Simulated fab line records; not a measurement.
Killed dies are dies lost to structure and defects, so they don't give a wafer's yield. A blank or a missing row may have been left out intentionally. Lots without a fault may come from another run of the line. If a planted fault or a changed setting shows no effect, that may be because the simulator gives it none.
Which tool was responsible? | flow n5_finfet | 24 lots, 72 wafers sampled, at 6 steps of a route of 1938

## WHAT THE GAUGES READ, wafer by wafer
N5_BEOL_M6_RS_MEAS_57: measures by four-point-probe. Usual: M6_RS typically reads 0.294 ohm/sq, with standard deviation 0.011.
lot  | measured     | on            | M6_RS (ohm/sq)    | flag
L074 | day 9 04:19  | film_metro-02 | 0.297 0.284 0.281 |
L076 | day 9 04:59  | film_metro-02 | 0.295 0.301 0.307 |
L075 | day 9 05:37  | film_metro-02 | 0.296 0.293 0.293 |
L077 | day 9 17:58  | film_metro-01 | 0.277 0.312 0.299 |
L078 | day 10 00:18 | film_metro-02 | 0.280 0.294 0.284 |
L080 | day 10 03:49 | film_metro-01 | 0.286 0.306 0.311 |
L079 | day 10 07:59 | film_metro-01 | 0.291 0.283 0.283 |
L081 | day 10 13:31 | film_metro-01 | 0.308 0.285 0.285 |
L082 | day 11 04:07 | film_metro-01 | 0.301 0.285 0.282 |
L083 | day 11 04:40 | film_metro-01 | 0.289 0.296 0.299 |
L084 | day 11 07:45 | film_metro-01 | 0.294 0.323 0.294 |
L085 | day 11 14:56 | film_metro-02 | 0.288 0.305 0.300 |
L086 | day 12 08:22 | film_metro-01 | 0.275 0.306 0.282 |
L087 | day 12 17:04 | film_metro-01 | 0.314 0.305 0.286 |
L089 | day 13 10:37 | film_metro-01 | 0.302 0.300 0.295 |
L088 | day 13 17:52 | film_metro-02 | 0.303 0.318 0.297 |
L090 | day 14 00:29 | film_metro-01 | 0.277 0.285 0.294 |
L091 | day 14 01:01 | film_metro-02 | 0.293 0.292 0.274 |
L092 | day 14 01:50 | film_metro-02 | 0.287 0.291 0.273 |
L093 | day 14 02:44 | film_metro-02 | 0.292 0.306 0.301 |
L094 | day 14 09:49 | film_metro-01 | 0.301 0.285 0.293 |
L095 | day 14 15:42 | film_metro-02 | 0.290 0.301 0.302 |
L097 | day 15 03:17 | film_metro-01 | 0.292 0.306 0.281 |
L096 | day 15 07:53 | film_metro-01 | 0.291 0.306 0.275 |

N5_BEOL_M7_OVL_MEAS_12. Usual: M7_OVL typically reads 0.5 nm, with standard deviation 0.69.
lot  | measured     | on         | M7_OVL (nm)    | flag
L074 | day 9 07:45  | overlay-02 | -1.1 -0.6 -0.7 |
L076 | day 9 07:55  | overlay-02 | -0.4 1.0 0.0   |
L075 | day 9 08:31  | overlay-01 | -0.2 1.2 -0.5  |
L077 | day 9 20:47  | overlay-02 | 0.6 0.3 1.2    |
L078 | day 10 02:26 | overlay-02 | 0.4 1.5 1.1    |
L080 | day 10 05:52 | overlay-02 | 0.7 0.7 0.8    |
L079 | day 10 10:17 | overlay-02 | -0.1 0.4 0.5   |
L081 | day 10 14:44 | overlay-02 | 0.2 0.4 0.6    |
L082 | day 11 06:41 | overlay-02 | 0.4 -0.2 0.7   |
L083 | day 11 06:47 | overlay-02 | 0.8 1.2 0.0    |
L084 | day 11 10:19 | overlay-02 | 0.7 0.3 0.6    |
L085 | day 11 16:22 | overlay-01 | 0.1 -0.2 -0.5  |
L086 | day 12 10:22 | overlay-01 | 0.8 1.2 0.3    |
L087 | day 12 19:38 | overlay-01 | 1.4 0.9 1.1    |
L089 | day 13 15:47 | overlay-01 | 1.0 0.3 0.9    |
L088 | day 13 19:40 | overlay-01 | 1.1 -0.7 0.5   |
L090 | day 14 02:30 | overlay-01 | 0.8 -0.4 0.3   |
L091 | day 14 02:51 | overlay-01 | 2.1 2.2 0.9    |
L092 | day 14 03:17 | overlay-01 | 1.8 2.0 1.5    |
L093 | day 14 05:28 | overlay-02 | -0.1 -0.1 1.1  |
L094 | day 14 13:09 | overlay-02 | 1.0 0.5 0.8    |
L095 | day 14 17:52 | overlay-01 | -0.3 0.3 -1.1  |
L097 | day 15 05:06 | overlay-02 | 0.6 1.3 1.2    |
L096 | day 15 09:55 | overlay-01 | 0.6 -0.2 -0.1  |

## TOOL THAT RAN EACH LOT (tool first, then ch and the chambers of the sampled wafers, then the start)
lot  | N5_BEOL_M6_ETCH_41                            | N5_BEOL_M6_DEGAS_44          | N5_BEOL_M6_ALD_77                   | N5_BEOL_M7_CURE_74
L074 | rie_diel-01 ch 1,2, day 9 02:23 or earlier    | pvd_sputter-01, day 9 02:23  | ald_metal-01 ch 0,1,3, day 9 02:29  | uv_cure-03 ch 2, day 9 04:41
L076 | rie_diel-01 ch 0,1,2, day 9 02:28 or earlier  | pvd_sputter-02, day 9 02:28  | ald_metal-02 ch 1,2,3, day 9 02:35  | uv_cure-02 ch 0, day 9 05:11
L075 | rie_diel-03 ch 0,1, day 9 02:43 or earlier    | pvd_sputter-01, day 9 02:43  | ald_metal-02 ch 0,1,3, day 9 02:51  | uv_cure-02 ch 0, day 9 06:13
L077 | rie_diel-01 ch 0,2,3, day 9 16:06 or earlier  | pvd_sputter-02, day 9 16:06  | ald_metal-04 ch 2,3, day 9 16:16    | uv_cure-02 ch 2, day 9 18:14
L078 | rie_diel-01 ch 0,1,3, day 9 21:08 or earlier  | pvd_sputter-03, day 9 21:08  | ald_metal-02 ch 0,1,2, day 9 21:19  | uv_cure-03 ch 2, day 10 00:26
L080 | rie_diel-05 ch 0,1,2, day 10 01:59 or earlier | pvd_sputter-01, day 10 01:59 | ald_metal-02 ch 0,1, day 10 02:05   | uv_cure-03 ch 1, day 10 03:57
L079 | rie_diel-03 ch 0,1,2, day 10 05:41 or earlier | pvd_sputter-01, day 10 05:41 | ald_metal-01 ch 0,1,2, day 10 05:47 | uv_cure-02 ch 0, day 10 08:25
L081 | rie_diel-01 ch 0,2, day 10 11:56 or earlier   | pvd_sputter-02, day 10 11:56 | ald_metal-02 ch 0,1,3, day 10 12:02 | uv_cure-03 ch 1, day 10 13:43
L082 | rie_diel-03 ch 0,1,2, day 11 00:34 or earlier | pvd_sputter-03, day 11 00:34 | ald_metal-04 ch 1,3, day 11 00:50   | uv_cure-01 ch 2, day 11 04:14
L083 | rie_diel-03 ch 0,2,3, day 11 01:11 or earlier | pvd_sputter-02, day 11 01:11 | ald_metal-02 ch 0,1,2, day 11 01:31 | uv_cure-03 ch 0, day 11 04:57
L084 | rie_diel-05 ch 1,3, day 11 05:53 or earlier   | pvd_sputter-02, day 11 05:53 | ald_metal-04 ch 0,1, day 11 05:59   | uv_cure-03 ch 2, day 11 08:02
L085 | rie_diel-03 ch 0,2, day 11 13:02 or earlier   | pvd_sputter-02, day 11 13:02 | ald_metal-04 ch 1,2,3, day 11 13:08 | uv_cure-01 ch 1, day 11 15:04
L086 | rie_diel-01 ch 2,3, day 12 02:36 or earlier   | pvd_sputter-02, day 12 02:36 | ald_metal-04 ch 0,3, day 12 02:42   | uv_cure-01 ch 2, day 12 08:29
L087 | rie_diel-05 ch 0,1,2, day 12 11:13 or earlier | pvd_sputter-03, day 12 11:13 | ald_metal-01 ch 1,2, day 12 11:20   | uv_cure-03 ch 1, day 12 17:13
L089 | rie_diel-05 ch 1,2,3, day 13 05:50 or earlier | pvd_sputter-01, day 13 05:50 | ald_metal-02 ch 0,1, day 13 05:59   | uv_cure-03 ch 2, day 13 11:04
L088 | rie_diel-03 ch 0,2,3, day 13 15:46 or earlier | pvd_sputter-01, day 13 15:46 | ald_metal-02 ch 0,1,2, day 13 15:52 | uv_cure-02 ch 1, day 13 18:01
L090 | rie_diel-01 ch 1,2,3, day 13 19:25 or earlier | pvd_sputter-03, day 13 19:25 | ald_metal-04 ch 0,2, day 13 19:31   | uv_cure-03 ch 1, day 14 00:37
L091 | rie_diel-01 ch 1,2,3, day 13 19:54 or earlier | pvd_sputter-03, day 13 19:54 | ald_metal-04 ch 0,1, day 13 20:04   | uv_cure-01 ch 0, day 14 01:13
L092 | rie_diel-03 ch 1,2,3, day 13 23:10 or earlier | pvd_sputter-01, day 13 23:10 | ald_metal-02 ch 0,2,3, day 13 23:16 | uv_cure-01 ch 2, day 14 01:59
L093 | rie_diel-05 ch 0,1,3, day 13 23:25 or earlier | pvd_sputter-02, day 13 23:25 | ald_metal-04 ch 0,2,3, day 13 23:31 | uv_cure-02 ch 0, day 14 02:52
L094 | rie_diel-03 ch 0,2,3, day 14 07:28 or earlier | pvd_sputter-02, day 14 07:28 | ald_metal-02 ch 0,1,2, day 14 07:41 | uv_cure-01 ch 0, day 14 10:19
L095 | rie_diel-03 ch 0,2,3, day 14 13:40 or earlier | pvd_sputter-03, day 14 13:40 | ald_metal-01 ch 2,3, day 14 13:46   | uv_cure-03 ch 2, day 14 15:51
L097 | rie_diel-05 ch 0,3, day 15 01:20 or earlier   | pvd_sputter-03, day 15 01:20 | ald_metal-02 ch 1,2,3, day 15 01:29 | uv_cure-01 ch 0, day 15 03:35
L096 | rie_diel-01 ch 0,3, day 15 06:13 or earlier   | pvd_sputter-03, day 15 06:13 | ald_metal-02 ch 1,2,3, day 15 06:19 | uv_cure-03 ch 0, day 15 08:04
- N5_BEOL_M6_ETCH_41: etches SiCN in CH3F/O2, target depth 29.7 nm, time 52 s.
- N5_BEOL_M6_DEGAS_44: time 60 s.
- N5_BEOL_M6_ALD_77: deposits TaN, target thk 2 nm, pulse time 2 s, purge time 3 s.
- N5_BEOL_M7_CURE_74: cures SiCOH lowk, time 240 s.

## AS READ BY THE TOOLS THEMSELVES (means over the sampled wafers that have a number; for cases with no such wafer, the mark the record gives instead)
N5_BEOL_M6_ETCH_41. Usual: drypump_motor_current_A 5.6 A, standard deviation 0.5; oes_product_au 0.78 a.u., standard deviation 0.092; rf_vpp_V 297.5 V, standard deviation 1.7; showerhead_plenum_p_Torr 2.01 Torr, standard deviation 0.083; throttle_valve_pct 16.22 %, standard deviation 0.27.
lot  | tool        | drypump_motor_current_A (A) | oes_product_au (a.u.) | rf_vpp_V (V) | showerhead_plenum_p_Torr (Torr) | throttle_valve_pct (%) | flag
L074 | rie_diel-01 | 5.8                         | 0.77                  | 299.0        | 2.08                            | 16.24                  |
L076 | rie_diel-01 | 5.8                         | 0.77                  | 298.9        | 2.08                            | 16.24                  |
L075 | rie_diel-03 | 5.3                         | 0.88                  | 299.0        | 2.09                            | 16.09                  |
L077 | rie_diel-01 | 5.7                         | 0.82                  | 298.8        | 2.05                            | 16.07                  |
L078 | rie_diel-01 | 5.9                         | 0.75                  | 297.5        | 2.02                            | 16.23                  |
L080 | rie_diel-05 | 5.6                         | 0.69                  | 296.9        | 1.95                            | 16.41                  |
L079 | rie_diel-03 | 5.1                         | 0.89                  | 297.9        | 2.03                            | 15.98                  |
L081 | rie_diel-01 | 5.7                         | 0.82                  | 300.4        | 2.10                            | 16.09                  |
L082 | rie_diel-03 | 5.1                         | 0.88                  | 297.3        | 2.02                            | 16.00                  |
L083 | rie_diel-03 | 5.4                         | 0.85                  | 297.6        | 2.01                            | 16.21                  |
L084 | rie_diel-05 | 5.0                         | 0.69                  | 297.8        | 2.03                            | 16.40                  |
L085 | rie_diel-03 | 5.0                         | 0.87                  | 298.1        | 2.08                            | 16.10                  |
L086 | rie_diel-01 | 5.6                         | 0.87                  | 298.2        | 2.06                            | 15.93                  |
L087 | rie_diel-05 | 5.6                         | 0.68                  | 296.5        | 1.95                            | 16.46                  |
L089 | rie_diel-05 | 5.5                         | 0.68                  | 297.0        | 1.97                            | 16.53                  |
L088 | rie_diel-03 | 5.4                         | 0.81                  | 297.3        | 2.00                            | 16.24                  |
L090 | rie_diel-01 | 5.7                         | 0.79                  | 298.7        | 2.03                            | 16.14                  |
L091 | rie_diel-01 | 5.7                         | 0.79                  | 298.6        | 2.03                            | 16.13                  |
L092 | rie_diel-03 | 5.5                         | 0.81                  | 296.0        | 1.93                            | 16.17                  |
L093 | rie_diel-05 | 5.1                         | 0.67                  | 296.4        | 1.99                            | 16.37                  |
L094 | rie_diel-03 | 5.5                         | 0.81                  | 297.1        | 2.00                            | 16.25                  |
L095 | rie_diel-03 | 5.5                         | 0.80                  | 297.6        | 2.00                            | 16.27                  |
L097 | rie_diel-05 | 4.9                         | 0.68                  | 298.0        | 2.02                            | 16.35                  |
L096 | rie_diel-01 | 5.9                         | 0.89                  | 296.6        | 2.01                            | 16.02                  |

N5_BEOL_M6_DEGAS_44. Usual: heater_power_w 367 W, standard deviation 36.
lot  | tool           | heater_power_w (W) | flag
L074 | pvd_sputter-01 | 377                |
L076 | pvd_sputter-02 | 361                |
L075 | pvd_sputter-01 | 423                |
L077 | pvd_sputter-02 | 378                |
L078 | pvd_sputter-03 | 364                |
L080 | pvd_sputter-01 | 394                |
L079 | pvd_sputter-01 | 372                |
L081 | pvd_sputter-02 | 345                |
L082 | pvd_sputter-03 | 360                |
L083 | pvd_sputter-02 | 319                |
L084 | pvd_sputter-02 | 393                |
L085 | pvd_sputter-02 | 383                |
L086 | pvd_sputter-02 | 377                |
L087 | pvd_sputter-03 | 369                |
L089 | pvd_sputter-01 | 413                |
L088 | pvd_sputter-01 | 375                |
L090 | pvd_sputter-03 | 346                |
L091 | pvd_sputter-03 | 381                |
L092 | pvd_sputter-01 | 390                |
L093 | pvd_sputter-02 | 357                |
L094 | pvd_sputter-02 | 347                |
L095 | pvd_sputter-03 | 345                |
L097 | pvd_sputter-03 | 378                |
L096 | pvd_sputter-03 | 342                |

N5_BEOL_M6_ALD_77. Usual: heater_power_w 444 W, standard deviation 43.
lot  | tool         | heater_power_w (W) | flag
L074 | ald_metal-01 | 402                |
L076 | ald_metal-02 | 471                |
L075 | ald_metal-02 | 463                |
L077 | ald_metal-04 | 443                |
L078 | ald_metal-02 | 479                |
L080 | ald_metal-02 | 482                |
L079 | ald_metal-01 | 422                |
L081 | ald_metal-02 | 465                |
L082 | ald_metal-04 | 439                |
L083 | ald_metal-02 | 481                |
L084 | ald_metal-04 | 377                |
L085 | ald_metal-04 | 432                |
L086 | ald_metal-04 | 385                |
L087 | ald_metal-01 | 456                |
L089 | ald_metal-02 | 467                |
L088 | ald_metal-02 | 475                |
L090 | ald_metal-04 | 415                |
L091 | ald_metal-04 | 372                |
L092 | ald_metal-02 | 463                |
L093 | ald_metal-04 | 414                |
L094 | ald_metal-02 | 473                |
L095 | ald_metal-01 | 453                |
L097 | ald_metal-02 | 476                |
L096 | ald_metal-02 | 469                |

N5_BEOL_M7_CURE_74. Usual: lamp_power_pct 52.31 %, standard deviation 0.046; wafer_temp_C_max 387.0, standard deviation 0.83.
lot  | tool       | lamp_power_pct (%) | wafer_temp_C_max | flag
L074 | uv_cure-03 | 52.35              | 387.7            |
L076 | uv_cure-02 | 52.31              | 388.3            |
L075 | uv_cure-02 | 52.29              | 388.3            |
L077 | uv_cure-02 | 52.32              | 386.3            |
L078 | uv_cure-03 | 52.33              | 387.0            |
L080 | uv_cure-03 | 52.32              | 386.2            |
L079 | uv_cure-02 | 52.30              | 387.8            |
L081 | uv_cure-03 | 52.26              | 385.9            |
L082 | uv_cure-01 | 52.27              | 387.3            |
L083 | uv_cure-03 | 52.27              | 387.6            |
L084 | uv_cure-03 | 52.37              | 387.3            |
L085 | uv_cure-01 | 52.28              | 387.3            |
L086 | uv_cure-01 | 52.29              | 388.1            |
L087 | uv_cure-03 | 52.31              | 386.0            |
L089 | uv_cure-03 | 52.28              | 387.5            |
L088 | uv_cure-02 | 52.32              | 386.1            |
L090 | uv_cure-03 | 52.29              | 386.2            |
L091 | uv_cure-01 | 52.33              | 386.3            |
L092 | uv_cure-01 | 52.33              | 386.8            |
L093 | uv_cure-02 | 52.32              | 387.9            |
L094 | uv_cure-01 | 52.31              | 386.2            |
L095 | uv_cure-03 | 52.35              | 387.6            |
L097 | uv_cure-01 | 52.31              | 386.0            |
L096 | uv_cure-03 | 52.29              | 387.2            |

## THE ANSWER, worked out from the rows above alone
Rule: lot off if the mean of its wafers having a number is beyond 3 standard deviations from the usual mean. Also off: a lot with no number at a reading for which 4 or more lots have one. The other lots that the step has rows for count as sound. Order of review: gauges by route order, followed by the tools' own readings, for which a lot's mean as printed above is used. The first step at which some lot is off is used, and at that step the reading that is off furthest; a lot without a number counts as furthest.
No lot is off on any of the readings shown, so nothing can be concluded from this.

## WHAT THE SIMULATOR HAD PUT IN
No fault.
